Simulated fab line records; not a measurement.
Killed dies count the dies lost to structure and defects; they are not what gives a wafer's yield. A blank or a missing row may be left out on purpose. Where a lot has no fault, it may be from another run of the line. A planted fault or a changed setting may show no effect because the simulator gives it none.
Matching of chambers    flow nand-harc    4 sister chambers for NHARC_A_M0_DESCUM_14 on rie-diel-05
The step chemistry O2, time 3 s. 16 wafers are shown with their chamber, then 8 later ones without.

WAFERS PAIRED WITH THEIR CHAMBERS
wafer   chamber  drypump-motor-current-A (A)  oes-product-au (a.u.)  rf-vpp-V (V)
L775.3  1        6.2                          0.986                  57.1
L775.5  0        5.7                          0.987                  59.1
L775.6  1        6.2                          0.989                  56.9
L776.2  2        6.2                          1.006                  58.9
L776.5  1        6.2                          0.988                  57.1
L776.6  2        6.1                          0.998                  58.2
L786.2  2        6.2                          0.998                  56.5
L786.3  3        5.2                          0.998                  56.8
L786.4  1        6.2                          0.984                  56.5
L783.2  3        5.2                          0.987                  56.8
L783.4  1        6.2                          0.987                  56.2
L783.6  3        5.2                          0.995                  58.6
L787.2  1        6.2                          1.001                  58.2
L787.4  2        6.1                          1.008                  57.9
L787.5  2        6.1                          0.999                  56.0
L790.1  1        6.2                          0.988                  57.9

SIGNATURES (means of the wafers above)
reading                  chamber 0  chamber 1  chamber 2  chamber 3  scatter within a chamber
drypump-motor-current-A  5.700      6.200      6.140      5.200      0.0316
oes-product-au           0.98700    0.98900    1.00180    0.99333    0.00533
rf-vpp-V                 59.100     57.129     57.500     57.400     0.961
Rule: distance of a wafer from a chamber = root of the sum over the readings of ((wafer's reading minus chamber's mean) / reading's scatter) squared. If the next closest chamber is less than 2 further off than the closest, the wafer can't be placed; otherwise it belongs to the closest. How the scatter is found: for the shown wafers, subtract from each reading the mean of its chamber, square and add these, divide the total by (wafers less chambers), then take the root.

WAFERS MISSING THEIR CHAMBER
wafer   drypump-motor-current-A (A)  oes-product-au (a.u.)  rf-vpp-V (V)
L790.2  5.8                          1.009                  58.3
L790.5  5.2                          1.005                  56.4
L788.1  5.7                          0.998                  59.2
L788.2  6.2                          0.998                  58.9
L788.3  6.1                          1.003                  55.8
L792.1  6.1                          0.994                  57.7
L792.3  6.2                          0.993                  57.9
L792.5  6.1                          0.996                  57.8

WHICH CHAMBER EACH WENT THROUGH
wafer   from the rows above      in truth
L790.2  0                        0
L790.5  3                        3
L788.1  0                        0
L788.2  can't be placed: 2 or 1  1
L788.3  2                        2
L792.1  can't be placed: 2 or 1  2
L792.3  can't be placed: 1 or 2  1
L792.5  can't be placed: 2 or 1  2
Correctly placed: 4 of 8. From these rows, 4 cannot be placed; in 4 the true chamber is one of the candidates. Number placed wrongly: 0.
